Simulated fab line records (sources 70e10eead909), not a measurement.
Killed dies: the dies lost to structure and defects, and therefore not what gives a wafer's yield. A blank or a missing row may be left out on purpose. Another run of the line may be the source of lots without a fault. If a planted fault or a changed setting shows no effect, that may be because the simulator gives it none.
Which tool is to blame? ; flow nand harc ; Sampling: 24 lots, 72 wafers, 6 of 1159 route steps

WHAT THE GAUGES SHOWED, per wafer
No reading from a measuring or inspecting step in the record can be judged against a usual standard deviation.

WHAT TOOL EACH LOT RAN ON (gives the tool, then ch and the chambers of the sampled wafers, and finally the start)
lot;NHARC_A_STAIRCASE_ETCH_19;NHARC_A_STAIRCASE_TRIM_233;NHARC_A_STAIRCASE_STRIP_238;NHARC_A_STAIRCASE_STRIP_254;NHARC_A_STAIRCASE_DESCUM_312;NHARC_A_STAIRCASE_ETCH_313
L074;rie diel-07 ch 0,2, day 10 21:03 or earlier;rie diel-06 ch 0,2, day 10 21:03 or earlier;plasma asher-01 ch 0,1, day 10 21:03;plasma asher-02 ch 0,1, day 10 22:45;rie diel-13 ch 0,1,2, day 11 08:34;rie diel-13 ch 0,1,2, day 11 08:38
L076;rie diel-07 ch 0,1,2, day 11 18:26 or earlier;rie diel-13 ch 0,1, day 11 18:26 or earlier;plasma asher-02 ch 0,1, day 11 18:26;plasma asher-01 ch 0,1, day 11 20:08;rie diel-13 ch 0,1,2, day 12 08:11;rie diel-13 ch 0,3, day 12 08:17
L075;rie diel-07 ch 0,1, day 11 16:45 or earlier;rie diel-07 ch 1,3, day 11 16:45 or earlier;plasma asher-01 ch 0, day 11 16:45;plasma asher-01 ch 0,1, day 11 18:21;rie diel-06 ch 0,2,3, day 12 04:02;rie diel-06 ch 0,1,3, day 12 04:08
L079;rie diel-06 ch 0,2,3, day 12 04:18 or earlier;rie diel-07 ch 1,3, day 12 04:18 or earlier;plasma asher-01 ch 0,1, day 12 04:18;plasma asher-02 ch 0,1, day 12 05:59;rie diel-07 ch 0,1,3, day 12 16:35;rie diel-07 ch 0,1,2, day 12 16:41
L077;rie diel-07 ch 0,2, day 12 04:54 or earlier;rie diel-06 ch 1,3, day 12 04:54 or earlier;plasma asher-01 ch 0,1, day 12 04:54;plasma asher-02 ch 0,1, day 12 06:49;rie diel-06 ch 1,3, day 12 17:13;rie diel-06 ch 0,3, day 12 18:46
L078;rie diel-13 ch 0,1,2, day 12 09:46 or earlier;rie diel-06 ch 1,2,3, day 12 09:46 or earlier;plasma asher-02 ch 0,1, day 12 09:46;plasma asher-01 ch 0,1, day 12 11:57;rie diel-06 ch 2,3, day 12 21:13;rie diel-06 ch 2,3, day 12 21:21
L080;rie diel-13 ch 0,2,3, day 12 20:47 or earlier;rie diel-07 ch 0,2,3, day 12 20:47 or earlier;plasma asher-02 ch 0,1, day 12 20:47;plasma asher-02 ch 0,1, day 12 22:49;rie diel-13 ch 0,1,2, day 13 11:25;rie diel-13 ch 0,2,3, day 13 11:30
L082;rie diel-06 ch 0,3, day 13 01:20 or earlier;rie diel-06 ch 0,2,3, day 13 01:20 or earlier;plasma asher-01 ch 0,1, day 13 01:20;plasma asher-02 ch 0,1, day 13 03:02;rie diel-13 ch 1,2, day 13 14:18;rie diel-13 ch 0,1, day 13 14:23
L081;rie diel-06 ch 1,3, day 13 03:17 or earlier;rie diel-06 ch 0,3, day 13 03:17 or earlier;plasma asher-01 ch 0,1, day 13 03:17;plasma asher-01 ch 0,1, day 13 04:56;rie diel-06 ch 0,2,3, day 13 21:12;rie diel-06 ch 0,3, day 13 21:19
L083;rie diel-07 ch 1,2,3, day 13 12:16 or earlier;rie diel-06 ch 0,1,3, day 13 12:16 or earlier;plasma asher-01 ch 0,1, day 13 12:16;plasma asher-01 ch 0,1, day 13 13:50;rie diel-13 ch 0,1,3, day 14 04:22;rie diel-13 ch 0,2,3, day 14 04:27
L084;rie diel-13 ch 0,1, day 13 12:48 or earlier;rie diel-07 ch 0,2, day 13 12:48 or earlier;plasma asher-02 ch 1, day 13 12:48;plasma asher-01 ch 0,1, day 13 14:37;rie diel-13 ch 0,3, day 14 04:52;rie diel-13 ch 0,3, day 14 05:01
L087;rie diel-06 ch 0,3, day 14 05:08 or earlier;rie diel-06 ch 1,2,3, day 14 05:08 or earlier;plasma asher-02 ch 0,1, day 14 05:08;plasma asher-02 ch 0,1, day 14 06:51;rie diel-07 ch 1,2, day 14 15:44;rie diel-07 ch 0,1,3, day 14 15:51
L086;rie diel-13 ch 0,1, day 14 08:38 or earlier;rie diel-06 ch 0,2,3, day 14 08:38 or earlier;plasma asher-01 ch 0,1, day 14 08:38;plasma asher-01 ch 0,1, day 14 10:19;rie diel-07 ch 0,3, day 14 19:23;rie diel-07 ch 0,2,3, day 14 19:28
L085;rie diel-13 ch 0,2, day 14 13:25 or earlier;rie diel-13 ch 1,3, day 14 13:25 or earlier;plasma asher-02 ch 0, day 14 13:25;plasma asher-02 ch 0,1, day 14 15:06;rie diel-06 ch 1,2, day 14 23:51;rie diel-06 ch 0,2,3, day 14 23:59
L089;rie diel-07 ch 1,2, day 15 00:10 or earlier;rie diel-07 ch 0,1,2, day 15 00:10 or earlier;plasma asher-01 ch 0,1, day 15 00:10;plasma asher-02 ch 0,1, day 15 01:59;rie diel-06 ch 2,3, day 15 14:10;rie diel-06 ch 0,2,3, day 15 14:17
L088;rie diel-07 ch 1,3, day 14 22:52 or earlier;rie diel-06 ch 0,1, day 14 22:52 or earlier;plasma asher-01 ch 0, day 14 22:52;plasma asher-01 ch 0,1, day 15 00:27;rie diel-06 ch 1,3, day 15 12:00;rie diel-06 ch 1,3, day 15 12:06
L091;rie diel-06 ch 0,1,3, day 15 01:46 or earlier;rie diel-07 ch 0,1, day 15 01:46 or earlier;plasma asher-01 ch 1, day 15 01:46;plasma asher-02 ch 0,1, day 15 03:38;rie diel-06 ch 0,1,2, day 15 15:52;rie diel-06 ch 0,2,3, day 15 15:58
L090;rie diel-07 ch 1,2,3, day 15 07:36 or earlier;rie diel-07 ch 0,1,3, day 15 07:36 or earlier;plasma asher-02 ch 0,1, day 15 07:36;plasma asher-02 ch 0,1, day 15 09:07;rie diel-13 ch 1,3, day 15 21:46;rie diel-13 ch 0,1,3, day 15 21:52
L092;rie diel-13 ch 0,1, day 15 11:01 or earlier;rie diel-13 ch 0,1, day 15 11:01 or earlier;plasma asher-02 ch 0,1, day 15 11:01;plasma asher-01 ch 0,1, day 15 12:36;rie diel-13 ch 0,1,3, day 16 01:23;rie diel-13 ch 2,3, day 16 01:28
L093;rie diel-07 ch 1,2,3, day 16 12:21 or earlier;rie diel-13 ch 0,2,3, day 16 12:21 or earlier;plasma asher-02 ch 0,1, day 16 12:21;plasma asher-01 ch 0,1, day 16 14:02;rie diel-13 ch 0,2, day 17 00:37;rie diel-13 ch 1,3, day 17 00:46
L095;rie diel-06 ch 0,2, day 16 11:07 or earlier;rie diel-07 ch 0,2, day 16 11:07 or earlier;plasma asher-01 ch 0,1, day 16 11:07;plasma asher-02 ch 0,1, day 16 13:14;rie diel-07 ch 1,3, day 17 00:28;rie diel-07 ch 0,1,2, day 17 00:33
L094;rie diel-07 ch 1,2,3, day 16 09:40 or earlier;rie diel-13 ch 0,3, day 16 09:40 or earlier;plasma asher-01 ch 0,1, day 16 09:40;plasma asher-02 ch 0,1, day 16 11:16;rie diel-07 ch 1,2,3, day 16 20:35;rie diel-07 ch 0,1,2, day 16 20:44
L096;rie diel-06 ch 0,1,2, day 16 17:40 or earlier;rie diel-06 ch 0,1,2, day 16 17:40 or earlier;plasma asher-01 ch 0,1, day 16 17:40;plasma asher-01 ch 0,1, day 16 19:28;rie diel-06 ch 1,3, day 17 05:16;rie diel-06 ch 0,2,3, day 17 05:22
L097;rie diel-07 ch 0,1,2, day 16 22:00 or earlier;rie diel-06 ch 0,1, day 16 22:00 or earlier;plasma asher-01 ch 0,1, day 16 22:00;plasma asher-01 ch 0,1, day 16 23:55;rie diel-07 ch 0,1,2, day 17 14:10;rie diel-07 ch 2,3, day 17 14:14
- NHARC_A_STAIRCASE_ETCH_19: etches the open film in C4F8/O2, target depth 100 nm, time 40.5 s.
- NHARC_A_STAIRCASE_TRIM_233: chemistry O2, time 211.2 s.
- NHARC_A_STAIRCASE_STRIP_238: strips in O2.
- NHARC_A_STAIRCASE_STRIP_254: strips in O2.
- NHARC_A_STAIRCASE_DESCUM_312: chemistry O2, time 3 s.
- NHARC_A_STAIRCASE_ETCH_313: etches the open film in CF4/CHF3.

WHAT THE TOOLS THEMSELVES READ (means of the sampled wafers that have a number; where no wafer has one, the mark that the record gives instead)
NHARC_A_STAIRCASE_ETCH_19. Usual: oes product au 0.936 a.u., standard deviation 0.013; rf vpp V 899 V, standard deviation 5.3.
lot;tool;oes product au (a.u.);rf vpp V (V);flag
L074;rie diel-07;0.922;891;
L076;rie diel-07;0.931;903;
L075;rie diel-07;0.939;899;
L079;rie diel-06;0.944;901;
L077;rie diel-07;0.933;905;
L078;rie diel-13;0.931;892;
L080;rie diel-13;0.938;890;
L082;rie diel-06;0.927;900;
L081;rie diel-06;0.921;899;
L083;rie diel-07;0.937;901;
L084;rie diel-13;0.918;899;
L087;rie diel-06;0.937;900;
L086;rie diel-13;0.922;903;
L085;rie diel-13;0.937;903;
L089;rie diel-07;0.918;900;
L088;rie diel-07;0.935;898;
L091;rie diel-06;0.944;896;
L090;rie diel-07;0.941;901;
L092;rie diel-13;0.932;900;
L093;rie diel-07;0.939;899;
L095;rie diel-06;0.954;900;
L094;rie diel-07;0.945;899;
L096;rie diel-06;0.934;897;
L097;rie diel-07;0.934;902;

NHARC_A_STAIRCASE_TRIM_233. Usual: drypump motor current A 5.6 A, standard deviation 0.4; oes product au 0.996 a.u., standard deviation 0.012; rf vpp V 58.0 V, standard deviation 0.93; showerhead plenum p Torr 3.60 Torr, standard deviation 0.14; throttle valve pct 17.037 %, standard deviation 0.0094.
lot;tool;drypump motor current A (A);oes product au (a.u.);rf vpp V (V);showerhead plenum p Torr (Torr);throttle valve pct (%);flag
L074;rie diel-06;5.6;0.994;58.1;3.68;17.041;
L076;rie diel-13;6.0;0.997;57.5;3.36;17.041;
L075;rie diel-07;5.8;0.996;57.5;3.58;17.032;
L079;rie diel-07;5.8;1.005;58.3;3.59;17.038;
L077;rie diel-06;5.1;0.983;58.0;3.61;17.030;
L078;rie diel-06;5.3;0.993;57.9;3.61;17.043;
L080;rie diel-07;5.8;0.992;58.7;3.70;17.037;
L082;rie diel-06;5.3;1.001;58.2;3.66;17.035;
L081;rie diel-06;5.3;1.003;57.7;3.63;17.041;
L083;rie diel-06;5.4;0.995;58.5;3.57;17.042;
L084;rie diel-07;6.0;0.987;58.8;3.76;17.042;
L087;rie diel-06;5.3;0.996;57.1;3.61;17.030;
L086;rie diel-06;5.3;1.002;58.6;3.66;17.032;
L085;rie diel-13;5.9;0.990;57.3;3.44;17.026;
L089;rie diel-07;5.8;0.995;58.5;3.68;17.041;
L088;rie diel-06;5.7;0.999;57.6;3.54;17.042;
L091;rie diel-07;5.7;0.996;57.8;3.60;17.044;
L090;rie diel-07;5.7;1.009;57.7;3.61;17.037;
L092;rie diel-13;6.0;0.990;58.5;3.70;17.035;
L093;rie diel-13;5.6;0.995;57.4;3.51;17.042;
L095;rie diel-07;5.6;1.000;58.5;3.72;17.037;
L094;rie diel-13;5.8;0.991;58.4;3.62;17.041;
L096;rie diel-06;5.6;0.990;56.8;3.56;17.033;
L097;rie diel-06;5.6;0.991;58.5;3.53;17.043;

NHARC_A_STAIRCASE_STRIP_238. Usual: drypump motor current A 5.8 A, standard deviation 0.32; heater power w 352 W, standard deviation 30.
lot;tool;drypump motor current A (A);heater power w (W);flag
L074;plasma asher-01;5.9;371;
L076;plasma asher-02;5.4;343;
L075;plasma asher-01;5.9;403;
L079;plasma asher-01;6.0;379;
L077;plasma asher-01;6.0;345;
L078;plasma asher-02;5.4;358;
L080;plasma asher-02;5.4;351;
L082;plasma asher-01;6.1;341;
L081;plasma asher-01;5.9;363;
L083;plasma asher-01;6.0;336;
L084;plasma asher-02;5.5;374;
L087;plasma asher-02;5.4;343;
L086;plasma asher-01;6.0;358;
L085;plasma asher-02;5.3;327;
L089;plasma asher-01;6.0;343;
L088;plasma asher-01;5.9;381;
L091;plasma asher-01;6.1;326;
L090;plasma asher-02;5.4;360;
L092;plasma asher-02;5.4;344;
L093;plasma asher-02;5.4;347;
L095;plasma asher-01;6.0;346;
L094;plasma asher-01;6.0;338;
L096;plasma asher-01;6.0;362;
L097;plasma asher-01;6.0;340;

NHARC_A_STAIRCASE_STRIP_254. Usual: drypump motor current A 5.7 A, standard deviation 0.33; heater power w 351 W, standard deviation 28.
lot;tool;drypump motor current A (A);heater power w (W);flag
L074;plasma asher-02;5.4;364;
L076;plasma asher-01;5.9;373;
L075;plasma asher-01;6.0;350;
L079;plasma asher-02;5.4;344;
L077;plasma asher-02;5.3;348;
L078;plasma asher-01;6.0;371;
L080;plasma asher-02;5.4;357;
L082;plasma asher-02;5.4;339;
L081;plasma asher-01;6.0;341;
L083;plasma asher-01;6.0;357;
L084;plasma asher-01;6.0;360;
L087;plasma asher-02;5.3;345;
L086;plasma asher-01;6.0;337;
L085;plasma asher-02;5.3;344;
L089;plasma asher-02;5.4;353;
L088;plasma asher-01;6.1;344;
L091;plasma asher-02;5.4;355;
L090;plasma asher-02;5.4;346;
L092;plasma asher-01;6.0;342;
L093;plasma asher-01;6.0;363;
L095;plasma asher-02;5.3;341;
L094;plasma asher-02;5.4;344;
L096;plasma asher-01;6.0;338;
L097;plasma asher-01;6.0;343;

NHARC_A_STAIRCASE_DESCUM_312. Usual: drypump motor current A 5.6 A, standard deviation 0.38; oes product au 0.994 a.u., standard deviation 0.013; rf vpp V 57.9 V, standard deviation 0.82; showerhead plenum p Torr 1.94 Torr, standard deviation 0.084; throttle valve pct 11.311 %, standard deviation 0.0089.
lot;tool;drypump motor current A (A);oes product au (a.u.);rf vpp V (V);showerhead plenum p Torr (Torr);throttle valve pct (%);flag
L074;rie diel-13;5.8;0.991;57.6;1.86;11.297;
L076;rie diel-13;5.8;0.993;57.4;1.85;11.314;
L075;rie diel-06;5.3;1.004;58.4;2.00;11.309;
L079;rie diel-07;5.7;0.997;57.6;1.97;11.311;
L077;rie diel-06;5.1;0.982;57.8;1.95;11.306;
L078;rie diel-06;5.3;1.008;57.0;2.01;11.318;
L080;rie diel-13;5.8;0.987;59.2;1.95;11.312;
L082;rie diel-13;5.9;0.987;57.7;1.90;11.315;
L081;rie diel-06;5.3;0.998;58.1;1.99;11.302;
L083;rie diel-13;5.8;0.992;58.4;1.92;11.304;
L084;rie diel-13;5.8;0.986;57.6;1.97;11.309;
L087;rie diel-07;6.0;0.993;57.9;1.98;11.314;
L086;rie diel-07;5.4;1.010;58.9;1.99;11.318;
L085;rie diel-06;5.6;0.995;57.8;1.91;11.313;
L089;rie diel-06;5.0;0.998;57.6;2.00;11.311;
L088;rie diel-06;5.4;0.979;58.1;1.91;11.311;
L091;rie diel-06;5.6;0.994;57.7;1.94;11.307;
L090;rie diel-13;5.7;0.992;57.2;1.82;11.328;
L092;rie diel-13;5.8;0.986;58.5;1.91;11.309;
L093;rie diel-13;5.5;0.998;57.9;1.93;11.316;
L095;rie diel-07;5.8;1.006;59.0;1.93;11.314;
L094;rie diel-07;6.0;0.996;57.6;1.97;11.308;
L096;rie diel-06;5.1;0.985;57.1;1.94;11.316;
L097;rie diel-07;5.8;0.988;58.7;2.00;11.314;

NHARC_A_STAIRCASE_ETCH_313. Usual: drypump motor current A 5.6 A, standard deviation 0.38; oes product au 0.929 a.u., standard deviation 0.019; rf vpp V 371.5 V, standard deviation 2.4; showerhead plenum p Torr 1.60 Torr, standard deviation 0.069; throttle valve pct 16.802 %, standard deviation 0.0086.
lot;tool;drypump motor current A (A);oes product au (a.u.);rf vpp V (V);showerhead plenum p Torr (Torr);throttle valve pct (%);flag
L074;rie diel-13;5.8;0.952;369.2;1.53;16.791;
L076;rie diel-13;5.6;0.956;367.2;1.47;16.801;
L075;rie diel-06;5.3;0.913;372.0;1.60;16.802;
L079;rie diel-07;5.8;0.943;373.7;1.65;16.793;
L077;rie diel-06;5.3;0.920;372.1;1.62;16.816;
L078;rie diel-06;5.3;0.936;372.9;1.65;16.808;
L080;rie diel-13;5.6;0.968;370.6;1.57;16.805;
L082;rie diel-13;6.0;0.916;372.6;1.66;16.798;
L081;rie diel-06;5.3;0.922;372.9;1.61;16.808;
L083;rie diel-13;5.6;0.935;369.9;1.57;16.798;
L084;rie diel-13;5.8;0.914;373.4;1.62;16.805;
L087;rie diel-07;5.6;0.924;371.9;1.61;16.803;
L086;rie diel-07;5.8;0.969;373.3;1.65;16.804;
L085;rie diel-06;5.3;0.922;372.8;1.63;16.807;
L089;rie diel-06;5.3;0.928;371.8;1.63;16.808;
L088;rie diel-06;5.1;0.921;371.5;1.60;16.805;
L091;rie diel-06;5.3;0.935;372.0;1.63;16.810;
L090;rie diel-13;5.8;0.916;370.5;1.57;16.796;
L092;rie diel-13;5.4;0.911;368.3;1.49;16.801;
L093;rie diel-13;5.7;0.928;367.6;1.49;16.792;
L095;rie diel-07;5.8;0.922;372.5;1.64;16.803;
L094;rie diel-07;5.8;0.922;372.7;1.64;16.802;
L096;rie diel-06;5.3;0.923;372.5;1.62;16.796;
L097;rie diel-07;6.1;0.921;373.2;1.65;16.805;

THE ANSWER, worked out from the rows above alone
Rule: a lot counts as off when the mean over its wafers that have a number is more than 3 standard deviations away from the usual mean. A lot without any number at a reading at which 4 lots or more have one is off too. All remaining lots with rows at the step are treated as sound. First the gauges in route order, then the tools' own readings, where a lot's mean is used as printed above. At the first step where some lot is off, the reading lying furthest off is the one used; lots without a number count as furthest.
No lot is off at any reading shown: from this, nothing can be told.

WHAT THE SIMULATOR PUT IN
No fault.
